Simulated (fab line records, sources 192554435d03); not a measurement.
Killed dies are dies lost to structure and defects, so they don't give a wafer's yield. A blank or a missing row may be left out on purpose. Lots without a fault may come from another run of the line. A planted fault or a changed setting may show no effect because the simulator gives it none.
fab line records | flow n5_finfet
record lots=4 wafers=12 last_day=16
route steps=1938 shown GATE_CUT@468 BEOL_M4@1111
lots that met no fault: from a run of the same line without faults
start_h: hours from the record's first day to the start of the lot's first wafer shown | wait_h: hours since the lot's step before | " the same as in the row above | L1.1+2: a row that stands for several wafers | - no value, or no start given | * or withheld: withheld | < > ~ a bound
route shown NAME@n: a module of which the file shows steps, and the number in the route of the first | usual: mean/standard deviation of fault-free wafers | same: alike in all rows | chamber/n: place in a boat | sites: the reading at each site | _std_site: their standard deviation | _edge_site: outer sites' mean less inner sites' | radius_mm: how far each site lies from the wafer's centre | mask NAME#n: copy n | behind: the tool/chamber that last shaped the wafer | hold: why the lot was held/for how many hours/how that ended | device: the transistor (n, p or np) that didn't switch | end of line: the same wafers' tests at the end of the route | a step without rows: its recipe alone | killed: dies lost to structure and defects at the first sort, not the wafer's yield | map: a wafer's dies, x killed, . not, _ none there
set.NAME: the setting as run; set.NAME@STEP: as run at that earlier step | model.NAME: the simulator's own value behind a step, which no gauge read
lots at some steps of the route; a table a step, a row a wafer
services: from which hour (start_h, from the record's first day; less than 0 if before it) a tool's chamber was out of use, for how many hours, and why
## steps
# step N5_GATE_CUT_VAPOR_ETCH_60
# recipe chemistry=BCl3/Cl2 target=HfO2 mode=isotropic
# step N5_GATE_CUT_ETCH_58
# recipe chemistry=CH3F/O2 target=SiNx target_depth_a=170 time_s=128.6 ion_energy_ev=50 pressure_mtorr=30 source_w=415 bias_w=21 Ar_flow_sccm=150 CH3F_flow_sccm=30 O2_flow_sccm=20
# step N5_GATE_CUT_STRIP_59
# recipe chemistry=N2/H2 time_s=20 power_w=100 temp_c=40 pressure_mtorr=100 rf_frequency_hz=6e+07 bias_power_w=3 n2_flow_sccm=300 h2_flow_sccm=300
# step N5_GATE_CUT_PRECLEAN_31
# recipe temp_c=23 chemistry=DIW time_s=300
# step N5_GATE_CUT_SRD_32
# recipe time_s=30 temp_c=23 rinse_liquid=diw dry=ipa_marangoni
# step N5_GATE_CUT_SAC_CAP_01
# recipe material=SiNx target_thk_a=240 temp_c=400 ald_precursor_family=SiH2I2 ald_co_reactant=N2/H2-plasma pulse_time_s=1 ald_cycles=480 purge_time_s=2 co_reactant_purge_time_s=2 pressure_torr=2
# step N5_GATE_CUT_PECVD_57
# recipe material=SiNx target_thk_a=210 temp_c=400 precursor=SiH4/NH3/N2 pressure_torr=1.5 rf_w=300
# step N5_GATE_CUT_CMP_02
# recipe stop_on=SiO2 t_overpolish_s=12.7 post_cmp_clean=alkaline_brush down_force_psi=2.5 platen_rpm=51.8 pad_velocity_m_s=1.0307 target_thk_nm=0
# step N5_GATE_CUT_HM_DEP_46
# recipe material=SiO2 target_thk_a=1300 temp_c=400 precursor=TEOS/O2 pressure_torr=6.5 rf_w=900 teos_flow_sccm=161.4 gas=O2 flow_sccm=2650 time_s=26.6
# step N5_GATE_CUT_COAT_34
# recipe resist=SOC temp_c=250 time_s=60 spin_rpm=1500 resist_thk_nm=60
# step N5_GATE_CUT_COAT_35
# recipe resist=SiARC temp_c=220 time_s=60 spin_rpm=1500 resist_thk_nm=10
# step N5_GATE_CUT_COAT_27
# recipe resist=underlayer temp_c=205 time_s=60 spin_rpm=1500 resist_thk_nm=10
# usual dispense_pressure_kPa=48.7/0.63 spin_speed_rpm=1499.8/1.1
# columns lot.wafer tool chamber start_h wait_h dispense_pressure_kPa spin_speed_rpm model.underlayer_of_GATE_CUT_COAT_27.thk_nm
L167.3 litho_track-03 0 95.30 - 48.6 1501.2 10
L167.5 " 0 " " 48.6 1499.9 10
L167.6 " 0 " " 48.6 1500.0 10
L176.4 litho_track-03 0 149.46 - 48.6 1386.7 10.4
L176.5 " 0 " " 48.6 1388.0 10.4
L176.6 " 0 " " 48.6 1386.7 10.4
L177.1 litho_track-03 0 150.22 - 48.7 1386.5 10.4
L177.4 " 0 " " 48.7 1389.1 10.4
L177.5 " 0 " " 48.6 1387.0 10.4
L187.4 litho_track-04 0 209.39 - 48.0 1499.8 10
L187.5 " 0 " " 48.0 1501.2 10
L187.6 " 0 " " 48.1 1498.9 10
# step N5_GATE_CUT_COAT_07
# recipe resist=CAR-EUV spin_rpm=1500 resist_thk_nm=30
# step N5_GATE_CUT_EBR_09
# recipe solvent=PGMEA ebr_width_mm=1.5
# step N5_GATE_CUT_SOFTBAKE_08
# recipe temp_c=110 time_s=60 resist=CAR-EUV
# step N5_GATE_CUT_EXPOSE_10
# recipe mask_id=GATE_CUT na=0.33 source_shape=annular sigma_inner=0.35 sigma_outer=0.8 polarization=unpolarized target_cd_nm=20 dose_mj=43.25
# step N5_GATE_CUT_PEB_11
# recipe peb_temp_c=100 peb_time_s=60 resist=CAR-EUV
# step N5_GATE_CUT_DEVELOP_12
# recipe develop_time_s=30 developer=TMAH resist=CAR-EUV rinse_liquid=surfactant_rinse dry=air_spin dev_temp_c=23
# step N5_GATE_CUT_DESCUM_18
# recipe chemistry=O2 time_s=7 source_power_w=50 bias_power_w=20 pressure_mtorr=20 rf_frequency_hz=2.712e+07 temp_c=40 resist=CAR-EUV o2_flow_sccm=225
# step N5_GATE_CUT_ETCH_28
# recipe chemistry=N2/H2 target=underlayer target_depth_a=130 mask_material=CAR-EUV time_s=10.4 ion_energy_ev=200 pressure_mtorr=30 source_w=840 bias_w=150 n2_flow_sccm=200 h2_flow_sccm=200 ends=cleared
# usual drypump_motor_current_A=5.85/0.24 etch_rf_on_time_s=10.38/0.15 oes_product_au=0.65/0.062 rf_vpp_V=523.4/2.8 showerhead_plenum_p_Torr=2.52/0.096 throttle_valve_pct=17.97/0.19
# columns lot.wafer tool chamber start_h wait_h drypump_motor_current_A etch_rf_on_time_s oes_product_au rf_hours_counter_h rf_vpp_V showerhead_plenum_p_Torr throttle_valve_pct model.CAR-EUV_of_GATE_CUT_COAT_07.thk_nm model.etch.depth_nm
L167.3 rie_diel-03 3 95.88 0.0 5.78 10.24 0.60 227 520.6 2.40 17.92 14.6 10.01
L167.5 " 2 " " 5.69 10.34 0.67 - 526.8 2.64 17.86 14.8 9.997
L167.6 " 1 " " 5.59 10.30 0.66 - 518.7 2.45 18.13 14.4 10.06
L176.4 rie_diel-04 2 150.04 0.0 5.65 10.62 0.59 244 519.3 2.39 17.85 14 10.4
L176.5 " 1 " " 6.01 10.94 0.73 - 520.9 2.49 17.66 14 10.41
L176.6 " 0 " " 5.56 10.79 0.63 - 520.4 2.42 17.93 14.2 10.39
L177.1 rie_diel-05 3 150.73 0.0 6.00 10.90 0.64 141 522.4 2.44 17.88 14.2 10.41
L177.4 " 1 " " 5.67 10.97 0.58 232 521.9 2.51 17.99 14 10.43
L177.5 " 1 " " 5.66 10.98 0.59 - 522.4 2.51 17.98 14.2 10.4
L187.4 rie_diel-04 3 209.83 0.0 6.22 10.42 0.63 184 524.1 2.54 18.18 14.8 10.01
L187.5 " 1 " " 6.01 10.51 0.71 - 523.4 2.48 17.69 14.6 10.02
L187.6 " 0 " " 5.50 10.31 0.62 - 521.3 2.41 17.95 14.6 10.01
# step N5_GATE_CUT_ETCH_36
# recipe chemistry=CF4 target=SiARC target_depth_a=130 mask_material=CAR-EUV time_s=21.7 ion_energy_ev=80 pressure_mtorr=40 source_w=545 bias_w=36 Ar_flow_sccm=100 cf4_flow_sccm=100 ends=cleared
# usual drypump_motor_current_A=5.84/0.24 etch_rf_on_time_s=21.62/0.29 mfc_ar_sccm=100.0/0.35 oes_product_au=0.65/0.062 rf_vpp_V=183.8/1.3 showerhead_plenum_p_Torr=2.13/0.075 throttle_valve_pct=15.71/0.19
# columns lot.wafer tool chamber start_h wait_h drypump_motor_current_A etch_rf_on_time_s mfc_ar_sccm oes_product_au rf_hours_counter_h rf_vpp_V showerhead_plenum_p_Torr throttle_valve_pct model.CAR-EUV_of_GATE_CUT_COAT_07.thk_nm
L167.3 rie_diel-03 3 95.90 0.0 5.77 21.61 99.8 0.60 227 182.5 2.03 15.71 7
L167.5 " 2 " " 5.72 21.74 100.3 0.67 - 185.0 2.23 15.64 7
L167.6 " 1 " " 5.60 21.44 100.0 0.66 - 184.3 2.08 15.74 6.6
L176.4 rie_diel-04 2 150.06 0.0 5.64 21.54 100.0 0.60 244 182.5 2.03 15.76 6.4
L176.5 " 1 " " 5.99 21.94 99.9 0.72 - 183.0 2.09 15.30 6.4
L176.6 " 0 " " 5.53 21.91 99.9 0.63 - 181.4 2.06 15.71 6.4
L177.1 rie_diel-05 3 150.75 0.0 6.02 21.64 100.3 0.65 141 182.5 2.06 15.77 6.4
L177.4 " 1 " " 5.67 21.77 100.2 0.59 232 183.8 2.12 15.71 6.4
L177.5 " 1 " " 5.66 21.82 100.2 0.60 - 183.1 2.12 15.72 6.4
L187.4 rie_diel-04 3 209.85 0.0 6.21 21.89 99.7 0.63 184 184.5 2.14 15.92 7.2
L187.5 " 1 " " 6.00 21.71 100.6 0.71 - 183.0 2.08 15.36 6.8
L187.6 " 0 " " 5.51 21.33 99.7 0.62 - 184.3 2.05 15.74 7
# step N5_GATE_CUT_ETCH_37
# recipe chemistry=N2/H2 target=SOC target_depth_a=600 overetch_a=120 mask_material=SiARC temp_c=40 time_s=90 ion_energy_ev=200 pressure_mtorr=30 source_w=840 bias_w=150 n2_flow_sccm=200 h2_flow_sccm=200
# step N5_BEOL_M4_RC_MEAS_101
# usual DIBL_N=36.8/1.5 DIBL_P=37.1/2.1 IOFF_N=0.168/0.03 IOFF_P=0.22/0.034 ION_N=679/12 ION_P=466/8 SS_N=71.7/0.58 SS_P=73.5/0.67 VT_N=248.8/2.7 VT_P=-250/3.3
# columns lot.wafer tool chamber start_h wait_h DIBL_N[mV/V] DIBL_P[mV/V] IOFF_N[nA/um] IOFF_P[nA/um] ION_N[uA/um] ION_P[uA/um] SS_N[mV/dec] SS_P[mV/dec] VT_N[mV] VT_P[mV]
L167.3 prober-01 0 170.95 0.3 37.1 38.3 0.189 0.25 681 461 71.5 73.4 245.9 -247
L167.5 " 0 " " 37.0 37.9 0.182 0.25 684 467 71.4 74.3 248.8 -247
L167.6 " 0 " " 38.0 39.9 0.210 0.28 692 471 71.4 74.6 246.4 -245
L176.4 prober-02 0 216.58 0.5 36.7 38.2 0.169 0.20 673 459 71.4 73.1 248.1 -253
L176.5 " 0 " " 37.8 39.3 0.189 0.22 680 461 71.5 74.2 245.8 -251
L176.6 " 0 " " 37.0 37.7 0.177 0.21 681 458 71.6 73.9 248.0 -252
L177.1 prober-01 0 237.24 0.0 36.7 34.8 0.153 0.19 673 458 71.5 73.8 249.5 -255
L177.4 " 0 " " 34.9 34.6 0.138 0.19 665 457 70.9 73.4 250.2 -254
L177.5 " 0 " " 35.7 34.3 0.158 0.18 678 457 71.0 73.2 247.7 -254
L187.4 prober-02 0 288.60 0.5 36.9 36.6 0.165 0.21 680 469 71.8 73.4 248.8 -255
L187.5 " 0 " " 37.2 37.0 0.182 0.23 697 481 72.4 73.6 250.4 -249
L187.6 " 0 " " 40.1 41.3 0.252 0.31 699 473 73.1 74.5 243.5 -246
## services
# columns tool chamber start_h hours kind
rie_diel-05 - 97.29 2.8 pm
rie_diel-05 2 156.09 5.9 repair
rie_diel-03 - 158.81 0.4 repair
rie_diel-04 2 166.33 - clean
rie_diel-04 2 166.33 - consumable_replace:esc
rie_diel-04 2 166.33 - consumable_replace:focus_ring
rie_diel-04 2 166.33 - consumable_replace:showerhead
rie_diel-04 2 166.33 17.8 scheduled_down
rie_diel-04 2 166.33 17.8 vent_cycle
rie_diel-03 3 173.66 - clean
rie_diel-03 3 173.66 - consumable_replace:focus_ring
rie_diel-03 3 173.66 - consumable_replace:showerhead
rie_diel-03 3 173.66 21.4 scheduled_down
rie_diel-03 3 173.66 21.4 vent_cycle
## key
first_sign step=N5_GATE_CUT_COAT_27 reading=spin_speed_rpm direction=down sigmas=99+ usual=* struck=*
effect step=N5_GATE_CUT_ETCH_28 reading=etch_rf_on_time_s direction=up sigmas=3.3 usual=* struck=*
model_effect step=N5_GATE_CUT_COAT_27 value=underlayer_of_GATE_CUT_COAT_27.thk_nm without=10 struck=10.4
model_effect step=N5_GATE_CUT_ETCH_28 value=CAR-EUV_of_GATE_CUT_COAT_07.thk_nm without=14.57 struck=14.1
model_effect step=N5_GATE_CUT_ETCH_36 value=CAR-EUV_of_GATE_CUT_COAT_07.thk_nm without=6.867 struck=6.4
met_at N5_GATE_CUT_COAT_27
struck_wafers L176.4,L176.5,L176.6,L177.1,L177.4,L177.5
onset_between 95.30 149.46
fault kind=process_parameter_drift tool=litho_track-03 chamber=- onset_h=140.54 steps=N5_GATE_CUT_COAT_27 channel=spin_rpm offset=* shape=step end_h=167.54 acts_in=* stated=*
